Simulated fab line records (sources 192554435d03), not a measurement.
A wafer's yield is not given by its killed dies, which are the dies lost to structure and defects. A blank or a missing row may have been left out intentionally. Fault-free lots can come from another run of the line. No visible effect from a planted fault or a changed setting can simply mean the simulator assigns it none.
fab line records	flow n5_finfet	part 1 of 2: steps 1 to 26 of 31
record: lots: 5	wafers: 15	last_day: 17
route steps=1938 shown MOL_CONTACT_COAG@625 BEOL_M0_SAQP@632
lots with no fault: from the same line, run without faults
start_h: hours from the record's first day to the start of the lot's first wafer shown	wait_h: hours elapsed since this lot's preceding step	" unchanged from the row above	L1.1+2: a row that stands for several wafers	- value missing, or start not given	* or withheld: withheld	< > ~ a bound
route shown NAME@n: a module of which the file shows steps, and the number in the route of the first	usual: mean/standard deviation taken from wafers without a fault	same: alike in all rows	chamber/n: place in a boat	sites: readings site by site	_std_site: how widely they spread, as a standard deviation	_edge_site: outer sites' mean less inner sites'	radius_mm: for every site, how far away it sits from the centre of the wafer	mask NAME#n: copy n	behind: the last tool/chamber to shape the wafer	hold: reason for holding the lot/hours on hold/outcome of the hold	device: the transistor (n, p or np) that didn't switch	end of line: tests run on the same wafers once the route is complete	a step without rows: its recipe alone	killed: count of dies lost to structure and defects at first sort (not the wafer's yield)	map: shows each die of a wafer: x if killed, . if not, _ if none is there
set.NAME: the setting as run; set.NAME@STEP: as run at that earlier step	model.NAME: the simulator's own value behind a step, which no gauge read
lots at selected steps of the route; one table per step, one row per wafer
services: when a tool's chamber went out of use (start_h, in hours from the record's first day, below 0 if earlier), for how many hours, and the reason
== steps ==
step: N5_MOL_CONTACT_COAG_PRECLEAN_127
recipe: chemistry: DIW	time_s: 57.5	temp_c: 23
lot.wafer	tool	chamber	start_h	wait_h
L076.1+3+5	wet_bench-01	5,1,6	115.98	0.2
L081.2+3+4	wet_bench-01	0,5,4	146.43	0.2
L083.3+4+6	wet_bench-01	1,6,7	159.67	0.1
L096.1+4+5	wet_bench-01	4,1,7	234.66	0.2
L097.2+4+5	wet_bench-01	0,6,3	240.06	0.2
step: N5_MOL_CONTACT_COAG_SRD_128
recipe: dry_time_s: 32	dry: n2_spin	spin_rpm: 1500
lot.wafer	tool	chamber	start_h	wait_h
L076.1+3+5	wet_bench-01	5,1,6	116.00	0.0
L081.2+3+4	wet_bench-01	0,5,4	146.45	0.0
L083.3+4+6	wet_bench-01	1,6,7	159.69	0.0
L096.1+4+5	wet_bench-01	4,1,7	234.68	0.0
L097.2+4+5	wet_bench-01	0,6,3	240.08	0.0
step: N5_MOL_CONTACT_COAG_CMP_52
recipe: stop_on: SiO2	t_overpolish_s: 1.5	post_cmp_clean: w_dilute_nh4oh	down_force_psi: 4	platen_rpm: 50.289	pad_velocity_m_s: 1.0006	target_thk_nm: 66.5
usual: motor_current_A: 12.9/1.1	overpolish_run_s: 1.499/0.011	time_to_endpoint_s: 13/3.1
lot.wafer	tool	chamber	start_h	wait_h	motor_current_A	overpolish_run_s	time_to_endpoint_s
L076.3	cmp-02	1	116.03	0.0	13.1	1.488	17
L076.1	"	3	"	"	10.4	1.509	14
L076.5	"	1	"	"	12.9	1.491	18
L081.2	cmp-04	3	146.48	0.0	12.6	1.501	14
L081.3	"	0	"	"	12.5	1.496	11
L081.4	"	1	"	"	12.7	1.491	18
L083.4	cmp-02	3	159.76	0.1	11.0	1.511	11
L083.3	"	0	"	"	12.9	1.478	12
L083.6	"	3	"	"	11.2	1.487	10
L096.4	cmp-04	2	234.71	0.0	11.3	1.513	14
L096.1	"	1	"	"	13.7	1.487	17
L096.5	"	2	"	"	11.2	1.499	14
L097.4	cmp-03	3	240.15	0.1	14.4	1.489	15
L097.2	"	0	"	"	11.8	1.506	11
L097.5	"	3	"	"	14.1	1.509	14
step: N5_MOL_CONTACT_COAG_THK_MEAS_53
recipe: reads: SiO2_of_MOL_CONTACT_COAG_PECVD_31
usual: VIA_MOL_THK: 44.0/0.65
lot.wafer	tool	chamber	start_h	wait_h	VIA_MOL_THK[nm]
L076.1	film_metro-02	-	116.32	-	42.6
L076.3	"	-	"	"	43.6
L076.5	"	-	"	"	44.7
L081.2	film_metro-01	-	146.78	-	43.9
L081.3	"	-	"	"	44.5
L081.4	"	-	"	"	44.1
L083.3	film_metro-01	-	160.02	-	43.1
L083.4	"	-	"	"	43.6
L083.6	"	-	"	"	44.6
L096.1	film_metro-01	-	235.00	-	43.4
L096.4	"	-	"	"	44.1
L096.5	"	-	"	"	43.9
L097.2	film_metro-02	-	240.41	-	43.4
L097.4	"	-	"	"	43.9
L097.5	"	-	"	"	44.6
step: N5_MOL_CONTACT_COAG_ANNEAL_112
recipe: temp_c: 400	time_s: 1800	ambient: HPD2	pressure_atm: 10
usual: pressure_atm: 10.002/0.018	spike_tc_bottom_C: 426.1/0.99	wafer_temp_C_max: 401.6/0.35
lot.wafer	tool	chamber	start_h	wait_h	pressure_atm	spike_tc_bottom_C	wafer_temp_C_max
L076.1	hp_anneal-01	0	116.35	0.0	9.972	425.2	401.7
L076.3	"	0	"	"	10.023	426.6	401.4
L076.5	"	0	"	"	10.007	426.1	401.6
L081.2	hp_anneal-01	0	146.80	0.0	10.001	426.8	401.0
L081.3	"	0	"	"	9.991	424.3	401.4
L081.4	"	0	"	"	10.025	425.7	401.3
L083.3	hp_anneal-01	0	160.04	0.0	10.010	427.0	402.1
L083.4	"	0	"	"	10.020	426.0	402.3
L083.6	"	0	"	"	10.011	424.5	402.4
L096.1	hp_anneal-01	0	235.03	0.0	10.006	426.3	401.8
L096.4	"	0	"	"	9.955	425.5	401.4
L096.5	"	0	"	"	10.005	424.4	402.4
L097.2	hp_anneal-01	0	240.43	0.0	9.991	425.7	401.3
L097.4	"	0	"	"	9.974	428.8	402.0
L097.5	"	0	"	"	10.014	425.8	401.3
step: N5_MOL_CONTACT_COAG_INSPECT_97
recipe: inspect_instrument: darkfield	mode: post_anneal
usual: raw_defect_count: 40/15
lot.wafer	tool	chamber	start_h	wait_h	raw_defect_count
L076.1	defect_inspect-01	-	119.37	0.0	25
L076.3	"	-	"	"	36
L076.5	"	-	"	"	21
L081.2	defect_inspect-02	-	149.86	0.1	58
L081.3	"	-	"	"	27
L081.4	"	-	"	"	51
L083.3	defect_inspect-01	-	163.11	0.1	36
L083.4	"	-	"	"	33
L083.6	"	-	"	"	34
L096.1	defect_inspect-01	-	238.07	0.0	27
L096.4	"	-	"	"	68
L096.5	"	-	"	"	52
L097.2	defect_inspect-02	-	243.48	0.0	50
L097.4	"	-	"	"	70
L097.5	"	-	"	"	51
step: N5_BEOL_M0_SAQP_PECVD_00
recipe: material: SiCN	target_thk_a: 80	temp_c: withheld	precursor: 3MS/NH3	pressure_torr: 3	rf_w: 202	time_s: 14
usual: rf_fwd_power_W: 198.9/1.1	showerhead_plenum_p_Torr: 3.668/0.014	throttle_valve_pct: 9.0/0.55
lot.wafer	tool	chamber	start_h	wait_h	rf_fwd_power_W	showerhead_plenum_p_Torr	throttle_valve_pct
L076.1	pecvd-02	1	119.71	0.2	199.5	3.685	9.1
L076.3	"	0	"	"	198.2	3.652	10.0
L076.5	"	2	"	"	200.6	3.676	8.5
L081.2	pecvd-02	1	150.17	0.2	198.7	3.681	9.1
L081.3	"	2	"	"	199.1	3.664	8.8
L081.4	"	2	"	"	199.6	3.666	8.8
L083.3	pecvd-02	1	163.40	0.1	199.2	3.678	9.3
L083.4	"	0	"	"	198.5	3.668	9.9
L083.6	"	2	"	"	200.5	3.669	8.9
L096.1	pecvd-03	1	238.40	0.2	197.6	3.652	8.7
L096.4	"	1	"	"	197.5	3.660	8.8
L096.5	"	0	"	"	198.2	3.655	8.8
L097.2	pecvd-04	0	243.79	0.2	198.2	3.686	8.6
L097.4	"	0	"	"	198.5	3.696	8.4
L097.5	"	2	"	"	201.2	3.666	7.9
step: N5_BEOL_M0_SAQP_ILD_DEP_01
recipe: material: SiOC	target_thk_a: 454.19	temp_c: 350	precursor: DEMS/O2	pressure_torr: 5	rf_w: 500	time_s: 8.7
usual: heater_power_w: 486/54	rf_fwd_power_W: 493.4/2.6	showerhead_plenum_p_Torr: 5.697/0.016	throttle_valve_pct: 11.8/0.68
lot.wafer	tool	chamber	start_h	wait_h	heater_power_w	rf_fwd_power_W	showerhead_plenum_p_Torr	throttle_valve_pct
L076.1	pecvd-02	1	119.73	0.0	438	494.3	5.699	12.0
L076.3	"	0	"	"	415	491.9	5.693	12.9
L076.5	"	2	"	"	462	497.0	5.685	11.4
L081.2	pecvd-02	1	150.20	0.0	484	496.4	5.701	11.6
L081.3	"	2	"	"	419	495.7	5.708	11.7
L081.4	"	2	"	"	415	495.8	5.685	11.4
L083.3	pecvd-02	1	163.43	0.0	493	495.6	5.717	11.9
L083.4	"	0	"	"	430	491.3	5.691	12.9
L083.6	"	2	"	"	458	494.4	5.697	11.7
L096.1	pecvd-03	1	238.43	0.0	502	491.1	5.689	11.5
L096.4	"	1	"	"	498	489.3	5.691	11.5
L096.5	"	0	"	"	436	492.3	5.692	11.9
L097.2	pecvd-04	0	243.81	0.0	422	495.3	5.721	11.5
L097.4	"	0	"	"	434	494.7	5.715	11.3
L097.5	"	2	"	"	570	497.6	5.703	10.1
step: N5_BEOL_M0_SAQP_HM_DEP_02
recipe: material: TiN	target_thk_a: 120	temp_c: 25	chamber_pressure_pa: 0.49996
usual: throttle_valve_pct: 29.8/0.8
lot.wafer	tool	chamber	start_h	wait_h	throttle_valve_pct
L076.1	pvd_sputter-03	-	120.09	0.3	29.0
L076.3	"	-	"	"	31.0
L076.5	"	-	"	"	30.9
L081.2	pvd_sputter-02	-	151.54	1.3	28.3
L081.3	"	-	"	"	30.8
L081.4	"	-	"	"	30.0
L083.3	pvd_sputter-03	-	164.32	0.9	30.3
L083.4	"	-	"	"	28.9
L083.6	"	-	"	"	31.1
L096.1	pvd_sputter-03	-	240.23	1.8	30.2
L096.4	"	-	"	"	29.2
L096.5	"	-	"	"	30.0
L097.2	pvd_sputter-02	-	243.87	0.0	31.0
L097.4	"	-	"	"	29.4
L097.5	"	-	"	"	29.4
step: N5_BEOL_M0_SAQP_PECVD_03
recipe: material: SiCN	target_thk_a: 120	temp_c: withheld	precursor: 3MS/NH3	pressure_torr: 3	rf_w: 202	time_s: 21.1
usual: rf_fwd_power_W: 199.2/0.9	showerhead_plenum_p_Torr: 3.669/0.013	throttle_valve_pct: 8.9/0.55
lot.wafer	tool	chamber	start_h	wait_h	rf_fwd_power_W	showerhead_plenum_p_Torr	throttle_valve_pct
L076.1	pecvd-04	2	120.21	0.1	199.5	3.661	7.8
L076.3	"	1	"	"	200.3	3.687	9.4
L076.5	"	0	"	"	199.3	3.676	8.7
L081.2	pecvd-02	1	151.66	0.1	199.7	3.682	9.2
L081.3	"	0	"	"	198.2	3.664	9.6
L081.4	"	1	"	"	198.7	3.677	9.4
L083.3	pecvd-02	0	164.44	0.1	198.2	3.658	9.8
L083.4	"	0	"	"	197.9	3.669	9.9
L083.6	"	1	"	"	199.8	3.674	9.3
L096.1	pecvd-02	2	240.35	0.1	200.8	3.673	8.8
L096.4	"	1	"	"	199.2	3.695	9.1
L096.5	"	2	"	"	200.5	3.668	8.8
L097.2	pecvd-04	2	243.99	0.1	199.6	3.664	7.9
L097.4	"	2	"	"	199.8	3.663	7.7
L097.5	"	1	"	"	198.6	3.692	9.5
step: N5_BEOL_M0_SAQP_PECVD_96
recipe: material: a-Si	target_thk_a: 450	temp_c: 350	precursor: SiH4/He	pressure_torr: 3	rf_w: 100	time_s: 45.2
usual: heater_power_w: 616/53	rf_fwd_power_W: 99.1/0.36	showerhead_plenum_p_Torr: 5.68/0.051	throttle_valve_pct: 17.9/1.1
lot.wafer	tool	chamber	start_h	wait_h	heater_power_w	rf_fwd_power_W	showerhead_plenum_p_Torr	throttle_valve_pct
L076.1	pecvd-04	2	120.24	0.0	636	99.7	5.67	15.9
L076.3	"	1	"	"	689	99.0	5.78	18.9
L076.5	"	0	"	"	600	99.3	5.74	17.0
L081.2	pecvd-02	1	151.69	0.0	603	99.2	5.71	18.0
L081.3	"	0	"	"	562	99.1	5.66	19.6
L081.4	"	1	"	"	604	98.8	5.70	18.4
L083.3	pecvd-02	0	164.47	0.0	539	99.1	5.67	19.7
L083.4	"	0	"	"	544	98.6	5.68	20.0
L083.6	"	1	"	"	670	98.8	5.73	18.0
L096.1	pecvd-02	2	240.38	0.0	557	99.0	5.69	17.7
L096.4	"	1	"	"	603	99.4	5.71	18.2
L096.5	"	2	"	"	551	99.3	5.69	18.0
L097.2	pecvd-04	2	244.02	0.0	695	99.9	5.67	15.8
L097.4	"	2	"	"	699	99.3	5.65	16.2
L097.5	"	1	"	"	660	99.2	5.79	19.0
step: N5_BEOL_M0_SAQP_PECVD_97
recipe: material: SiNx	target_thk_a: 230	temp_c: 350	precursor: SiH4/NH3/N2	pressure_torr: 1.5	rf_w: 300	time_s: 19.9
usual: heater_power_w: 554/48	rf_fwd_power_W: 296.9/1.2	showerhead_plenum_p_Torr: 5.16/0.068	throttle_valve_pct: 39.2/2.4
lot.wafer	tool	chamber	start_h	wait_h	heater_power_w	rf_fwd_power_W	showerhead_plenum_p_Torr	throttle_valve_pct
L076.1	pecvd-04	2	120.29	0.0	583	299.0	5.12	34.2
L076.3	"	1	"	"	561	295.4	5.29	41.4
L076.5	"	0	"	"	575	297.2	5.26	37.5
L081.2	pecvd-02	1	151.73	0.0	538	298.4	5.21	40.2
L081.3	"	0	"	"	471	296.6	5.15	43.6
L081.4	"	1	"	"	539	296.4	5.23	40.0
L083.3	pecvd-02	0	164.52	0.0	489	297.1	5.14	43.4
L083.4	"	0	"	"	467	295.5	5.14	43.9
L083.6	"	1	"	"	568	298.8	5.21	40.4
L096.1	pecvd-02	2	240.42	0.0	493	297.5	5.15	38.8
L096.4	"	1	"	"	599	297.6	5.22	40.3
L096.5	"	2	"	"	493	298.2	5.16	38.9
L097.2	pecvd-04	2	244.06	0.0	637	296.8	5.13	34.7
L097.4	"	2	"	"	637	298.3	5.12	34.5
L097.5	"	1	"	"	552	297.5	5.30	41.8
step: N5_BEOL_M0_SAQP_PECVD_04
recipe: material: a-Si	target_thk_a: 600	temp_c: 350	precursor: SiH4/He	pressure_torr: 3	rf_w: 100	time_s: 60.2
usual: heater_power_w: 631/52	rf_fwd_power_W: 99.4/0.34	showerhead_plenum_p_Torr: 5.68/0.052	throttle_valve_pct: 17.9/1.1
lot.wafer	tool	chamber	start_h	wait_h	heater_power_w	rf_fwd_power_W	showerhead_plenum_p_Torr	throttle_valve_pct
L076.1	pecvd-04	2	120.32	0.0	632	99.4	5.65	15.9
L076.3	"	1	"	"	607	100.0	5.79	19.1
L076.5	"	0	"	"	620	99.4	5.73	17.0
L081.2	pecvd-02	1	151.77	0.0	678	99.6	5.73	18.2
L081.3	"	0	"	"	530	99.2	5.67	20.0
L081.4	"	1	"	"	678	99.7	5.71	18.6
L083.3	pecvd-02	0	164.55	0.0	570	98.8	5.69	19.7
L083.4	"	0	"	"	566	99.6	5.66	19.7
L083.6	"	1	"	"	678	99.2	5.72	18.2
L096.1	pecvd-02	2	240.46	0.0	542	100.2	5.68	17.8
L096.4	"	1	"	"	618	99.8	5.71	18.5
L096.5	"	2	"	"	553	99.8	5.68	17.6
L097.2	pecvd-04	2	244.10	0.0	718	99.8	5.66	16.2
L097.4	"	2	"	"	729	100.3	5.67	16.0
L097.5	"	1	"	"	714	99.4	5.79	18.9
step: N5_BEOL_M0_SAQP_THK_MEAS_05
usual: thk_nm: 60.3/0.91
lot.wafer	tool	chamber	start_h	wait_h	thk_nm
L076.1	film_metro-02	-	120.42	0.1	59.7
L076.3	"	-	"	"	59.5
L076.5	"	-	"	"	60.5
L081.2	film_metro-02	-	151.87	0.1	59.3
L081.3	"	-	"	"	59.0
L081.4	"	-	"	"	60.2
L083.3	film_metro-01	-	164.65	0.1	61.7
L083.4	"	-	"	"	61.6
L083.6	"	-	"	"	61.6
L096.1	film_metro-02	-	240.56	0.1	59.2
L096.4	"	-	"	"	61.2
L096.5	"	-	"	"	59.9
L097.2	film_metro-02	-	244.20	0.1	60.7
L097.4	"	-	"	"	61.5
L097.5	"	-	"	"	61.3
step: N5_BEOL_M0_SAQP_HM_DEP_111
recipe: material: SiO2	target_thk_a: 120	temp_c: 400	precursor: SiH4/N2O	pressure_torr: 0.75	rf_w: 275	time_s: 7.2
usual: heater_power_w: 789/61	rf_fwd_power_W: 272.8/1.1	showerhead_plenum_p_Torr: 8.19/0.15
lot.wafer	tool	chamber	start_h	wait_h	heater_power_w	rf_fwd_power_W	showerhead_plenum_p_Torr
L076.1	pecvd-04	2	120.46	0.0	860	273.4	8.14
L076.3	"	0	"	"	767	270.5	8.35
L076.5	"	0	"	"	737	272.0	8.35
L081.2	pecvd-04	1	151.90	0.0	862	271.4	8.46
L081.3	"	1	"	"	861	272.8	8.45
L081.4	"	0	"	"	720	272.7	8.36
L083.3	pecvd-03	2	164.69	0.0	854	274.6	8.06
L083.4	"	1	"	"	785	271.0	8.04
L083.6	"	0	"	"	803	272.8	8.05
L096.1	pecvd-03	2	240.59	0.0	851	273.3	8.03
L096.4	"	2	"	"	854	273.5	8.03
L096.5	"	1	"	"	751	271.5	8.03
L097.2	pecvd-03	2	244.23	0.0	825	273.5	8.06
L097.4	"	2	"	"	818	273.5	8.06
L097.5	"	1	"	"	680	270.7	8.05
step: N5_BEOL_M0_SAQP_COAT_81
recipe: resist: SOC	temp_c: 250	time_s: 60	spin_rpm: 1500	resist_thk_nm: 100
lot.wafer	tool	chamber	start_h	wait_h
L076.1+3+5	litho_track-03	0	120.53	0.1
L081.2+3+4	litho_track-03	0	152.01	0.1
L083.3+4+6	litho_track-05	0	164.76	0.1
L096.1+4+5	litho_track-03	0	240.67	0.1
L097.2+4+5	litho_track-05	0	244.31	0.1
step: N5_BEOL_M0_SAQP_COAT_82
recipe: resist: SiARC	temp_c: 220	time_s: 60	spin_rpm: 1500	resist_thk_nm: 30
lot.wafer	tool	chamber	start_h	wait_h
L076.1+3+5	litho_track-03	0	-	-
L081.2+3+4	litho_track-03	0	-	-
L083.3+4+6	litho_track-05	0	-	-
L096.1+4+5	litho_track-03	0	-	-
L097.2+4+5	litho_track-05	0	-	-
step: N5_BEOL_M0_SAQP_COAT_08
recipe: resist: CAR-ArF	spin_rpm: 1500	resist_thk_nm: 90
lot.wafer	tool	chamber	start_h	wait_h
L076.1+3+5	litho_track-03	0	-	-
L081.2+3+4	litho_track-03	0	-	-
L083.3+4+6	litho_track-05	0	-	-
L096.1+4+5	litho_track-03	0	-	-
L097.2+4+5	litho_track-05	0	-	-
step: N5_BEOL_M0_SAQP_EBR_10
recipe: solvent: PGMEA	ebr_width_mm: 1.5
lot.wafer	tool	chamber	start_h	wait_h
L076.1+3+5	litho_track-03	0	-	-
L081.2+3+4	litho_track-03	0	-	-
L083.3+4+6	litho_track-05	0	-	-
L096.1+4+5	litho_track-03	0	-	-
L097.2+4+5	litho_track-05	0	-	-
step: N5_BEOL_M0_SAQP_SOFTBAKE_09
recipe: temp_c: 110	time_s: 60	resist: CAR-ArF
lot.wafer	tool	chamber	start_h	wait_h
L076.1+3+5	litho_track-03	0	-	-
L081.2+3+4	litho_track-03	0	-	-
L083.3+4+6	litho_track-05	0	-	-
L096.1+4+5	litho_track-03	0	-	-
L097.2+4+5	litho_track-05	0	-	-
step: N5_BEOL_M0_SAQP_EXPOSE_11
recipe: mask_id: M0_CORE	na: 1.35	source_shape: dipole	sigma_inner: 0.538	sigma_outer: 0.738	polarization: te	target_cd_nm: 42	dose_mj: 55
same: na: 1.35	sigma_outer: 0.738
lot.wafer	tool	chamber	start_h	wait_h	mask
L076.1+3+5	arfi_scanner-03	0	120.65	-	M0_CORE#0
L081.2+3+4	arfi_scanner-01	0	152.25	-	M0_CORE#0
L083.3+4+6	arfi_scanner-03	0	165.02	-	M0_CORE#0
L096.1+4+5	arfi_scanner-02	0	240.79	-	M0_CORE#0
L097.2+4+5	arfi_scanner-03	0	244.56	-	M0_CORE#0
step: N5_BEOL_M0_SAQP_PEB_12
recipe: peb_temp_c: withheld	peb_time_s: 60	resist: CAR-ArF
lot.wafer	tool	chamber	start_h	wait_h
L076.1+3+5	litho_track-03	0	120.71	0.1
L081.2+3+4	litho_track-03	0	152.31	0.0
L083.3+4+6	litho_track-03	0	165.07	0.0
L096.1+4+5	litho_track-05	0	240.85	0.1
L097.2+4+5	litho_track-05	0	244.61	0.0
step: N5_BEOL_M0_SAQP_DEVELOP_13
recipe: develop_time_s: 30	developer: TMAH	resist: CAR-ArF	dev_temp_c: 23	rinse_liquid: diw	dry: air_spin
lot.wafer	tool	chamber	start_h	wait_h
L076.1+3+5	litho_track-03	0	-	-
L081.2+3+4	litho_track-03	0	-	-
L083.3+4+6	litho_track-03	0	-	-
L096.1+4+5	litho_track-05	0	-	-
L097.2+4+5	litho_track-05	0	-	-
step: N5_BEOL_M0_SAQP_CD_MEAS_14
recipe: target_cd_nm: 42.5	landing_energy_ev: 500	detector: se_inlens
usual: cd_nm: 42.4/0.59
same: landing_energy_ev: 500
lot.wafer	tool	chamber	start_h	wait_h	cd_nm
L076.1	cd_sem-03	0	120.78	-	41.9
L076.3	"	0	"	"	42.2
L076.5	"	0	"	"	41.3
L081.2	cd_sem-02	0	152.38	-	42.5
L081.3	"	0	"	"	41.5
L081.4	"	0	"	"	42.3
L083.3	cd_sem-01	0	165.14	-	42.3
L083.4	"	0	"	"	42.1
L083.6	"	0	"	"	41.9
L096.1	cd_sem-02	0	240.92	-	42.9
L096.4	"	0	"	"	42.7
L096.5	"	0	"	"	42.7
L097.2	cd_sem-01	0	244.68	-	43.3
L097.4	"	0	"	"	42.7
L097.5	"	0	"	"	42.3
step: N5_BEOL_M0_SAQP_OVL_MEAS_15
recipe: points_per_wafer: 44
usual: M0_CORE_OVL: 0.1/0.77
lot.wafer	tool	chamber	start_h	wait_h	M0_CORE_OVL[nm]
L076.1	overlay-02	0	120.81	0.0	-1.0
L076.3	"	0	"	"	-0.9
L076.5	"	0	"	"	-1.2
L081.2	overlay-01	0	152.40	0.0	0.5
L081.3	"	0	"	"	0.6
L081.4	"	0	"	"	1.3
L083.3	overlay-02	0	165.17	0.0	1.2
L083.4	"	0	"	"	0.8
L083.6	"	0	"	"	1.1
L096.1	overlay-02	0	240.95	0.0	-1.4
L096.4	"	0	"	"	-0.7
L096.5	"	0	"	"	-0.3
L097.2	overlay-01	0	244.71	0.0	0.9
L097.4	"	0	"	"	0.2
L097.5	"	0	"	"	0.6
step: N5_BEOL_M0_SAQP_INSPECT_16
recipe: mode: adi	inspect_instrument: brightfield
usual: raw_defect_count: 479/100
lot.wafer	tool	chamber	start_h	wait_h	raw_defect_count
L076.1	defect_inspect-01	-	120.83	0.0	537
L076.3	"	-	"	"	520
L076.5	"	-	"	"	480
L081.2	defect_inspect-01	-	152.43	0.0	435
L081.3	"	-	"	"	368
L081.4	"	-	"	"	388
L083.3	defect_inspect-02	-	165.20	0.0	531
L083.4	"	-	"	"	588
L083.6	"	-	"	"	500
L096.1	defect_inspect-01	-	240.97	0.0	320
L096.4	"	-	"	"	338
L096.5	"	-	"	"	443
L097.2	defect_inspect-02	-	244.73	0.0	574
L097.4	"	-	"	"	574
L097.5	"	-	"	"	422
